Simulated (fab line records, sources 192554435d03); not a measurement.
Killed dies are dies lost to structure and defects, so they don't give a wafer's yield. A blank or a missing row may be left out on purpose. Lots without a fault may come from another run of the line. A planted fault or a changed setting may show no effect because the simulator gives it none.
Split-lot experiment | flow n5_finfet | 7 lots, 39 wafers read, on a route of 1938 steps

THE SPLIT
At N5_BEOL_M8_DESCUM_33 (chemistry O2, time 7 s), the setting time_s was moved away from the recipe's 7 s on 9 of the 39 wafers read, by -42.6% to +20.7%. The other wafers ran this setting at the recipe's value.

The file shows no step between the split and the reading.

THE READING
CAR-EUV_of_BEOL_M8_COAT_22.thk_nm (the simulator's own value, which no gauge read), in nm, at N5_BEOL_M8_ETCH_72 (etches underlayer in N2/H2, target depth 6.5 nm, time 5.2 s). The file gives no usual value for it. The 30 wafers here that ran the recipe average 20.3 nm, standard deviation 0.11 nm.

wafer  | tool, chamber at the split | time_s as run, s | against the recipe | CAR-EUV_of_BEOL_M8_COAT_22.thk_nm, nm | against lot-mates on the recipe
L074.1 | rie_diel-03, 1,0           | 7                | recipe             | 20.4                                  | -
L074.5 | rie_diel-03, 1,0           | 7                | recipe             | 20.4                                  | -
L074.2 | rie_diel-03, 2,3           | 4.016            | -42.6%             | 21.8                                  | +1.5
L074.3 | rie_diel-03, 2,3           | 4.016            | -42.6%             | 21.6                                  | +1.3
L074.4 | rie_diel-03, 0             | 4.016            | -42.6%             | 22                                    | +1.7
L074.6 | rie_diel-03, 3             | 7                | recipe             | 20                                    | -
L076.1 | rie_diel-06, 1             | 7                | recipe             | 20.4                                  | -
L076.6 | rie_diel-06, 1             | 7                | recipe             | 20.4                                  | -
L076.2 | rie_diel-06, 0             | 7                | recipe             | 20.2                                  | -
L076.3 | rie_diel-06, 2,3           | 8.44             | +20.6%             | 19.4                                  | -0.9
L076.4 | rie_diel-06, 2,3           | 8.44             | +20.6%             | 19.6                                  | -0.7
L076.5 | rie_diel-06, 2             | 8.44             | +20.6%             | 19.6                                  | -0.7
L080.1 | rie_diel-03, 1,0,2,1       | 7                | recipe             | 20.4                                  | -
L080.2 | rie_diel-03, 1,0,2,1       | 7                | recipe             | 20.4                                  | -
L080.4 | rie_diel-03, 1,0,2,1       | 7                | recipe             | 20.4                                  | -
L080.5 | rie_diel-03, 1,0,2,1       | 7                | recipe             | 20.4                                  | -
L080.6 | rie_diel-03, 3,2           | 7                | recipe             | 20.4                                  | -
L080.3 | rie_diel-03, 3,2           | 7                | recipe             | 20.2                                  | -
L081.1 | rie_diel-04, 1,2           | 7                | recipe             | 20.4                                  | -
L081.5 | rie_diel-04, 1             | 7                | recipe             | 20.4                                  | -
L081.4 | rie_diel-04, 1,2           | 7                | recipe             | 20.2                                  | -
L084.1 | rie_diel-03, 1,0,2         | 8.448            | +20.7%             | 19.6                                  | -0.7
L084.4 | rie_diel-03, 1,0,2         | 8.448            | +20.7%             | 19.6                                  | -0.7
L084.2 | rie_diel-03, 1,0,2         | 8.448            | +20.7%             | 19.8                                  | -0.5
L084.3 | rie_diel-03, 3             | 7                | recipe             | 20.2                                  | -
L084.6 | rie_diel-03, 3             | 7                | recipe             | 20.2                                  | -
L084.5 | rie_diel-03, 0             | 7                | recipe             | 20.4                                  | -
L087.1 | rie_diel-06, 1,3,0,2,3     | 7                | recipe             | 20.4                                  | -
L087.2 | rie_diel-06, 1,3,0,2,3     | 7                | recipe             | 20.4                                  | -
L087.5 | rie_diel-06, 1,3,0,2,3     | 7                | recipe             | 20.4                                  | -
L087.6 | rie_diel-06, 2             | 7                | recipe             | 20.4                                  | -
L087.3 | rie_diel-06, 1,3,0,2,3     | 7                | recipe             | 20.2                                  | -
L087.4 | rie_diel-06, 1,3,0,2,3     | 7                | recipe             | 20.2                                  | -
L097.1 | rie_diel-04, 3,0,2,3       | 7                | recipe             | 20.4                                  | -
L097.2 | rie_diel-04, 2,0           | 7                | recipe             | 20.4                                  | -
L097.3 | rie_diel-04, 2,0           | 7                | recipe             | 20.4                                  | -
L097.5 | rie_diel-04, 3,0,2,3       | 7                | recipe             | 20.4                                  | -
L097.6 | rie_diel-04, 3,0,2,3       | 7                | recipe             | 20.4                                  | -
L097.4 | rie_diel-04, 3,0,2,3       | 7                | recipe             | 20.2                                  | -
Where a row lists several chambers, the file gives one row for several wafers and doesn't say which wafer went through which chamber.

THE FIT
A straight line over all 39 wafers: CAR-EUV_of_BEOL_M8_COAT_22.thk_nm changes by -0.0348 nm for each +1% of time_s; r = -0.97; the points scatter about the line by 0.12 nm.
The same after taking each lot's own level away (the mean of its wafers on the recipe; 39 wafers): -0.0353 nm for each +1%; r = -0.98; scatter 0.12 nm.
On that fit, the largest move of time_s shifts the reading by 1.5 nm.
The lots' own levels span 20.27 to 20.37 nm, that is 0.9 times the standard deviation above.
So the lot-to-lot level changes the slope little: the two slopes agree.
Check: with one of the wafers moved furthest among these (-42.6%) left out of the fit, the line predicts +1.5 nm for it against its lot-mates. It came out at +1.53 nm against them.

OTHER SPLITS ON THESE WAFERS
These wafers also went through other splits before the reading. Each is held against what the fit with the lots' levels taken away leaves over:
other split on the same wafers                  | wafers away from the commonest value | r with CAR-EUV_of_BEOL_M8_COAT_22.thk_nm (lot level and that fit taken away)
N5_FIN_SAQP_SPACER1_ALD_24 ald_cycles           | 18                                   | +0.02
N5_STI_FIN_REVEAL_ALD_00 target_thk_a           | 12                                   | -0.26
N5_GATE_CUT_ETCH_58 target_depth_a              | 15                                   | +0.07
N5_MOL_CONTACT_COAG_ETCHBACK_135 target_depth_a | 15                                   | -0.02
N5_BEOL_M1_ILD_DEP_00 target_thk_a              | 12                                   | -0.17

THE WHOLE CHAIN: every reading that the file lists as answering this split, in the file's order
step                 | what it does                                                | reading                                                                            | change (the file's fit)                | r (the file's)
N5_BEOL_M8_DESCUM_33 | chemistry O2, time 7 s                                      | CAR-EUV_of_BEOL_M8_COAT_22.thk_nm (the simulator's own value, which no gauge read) | -0.0342 nm for each +1% of the setting | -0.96
N5_BEOL_M8_ETCH_72   | etches underlayer in N2/H2, target depth 6.5 nm, time 5.2 s | CAR-EUV_of_BEOL_M8_COAT_22.thk_nm (the simulator's own value, which no gauge read) | -0.0353 nm for each +1% of the setting | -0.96

THE FILE'S OWN FIT
CAR-EUV_of_BEOL_M8_COAT_22.thk_nm changes by -0.0353 nm for each +1% of time_s, r = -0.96.
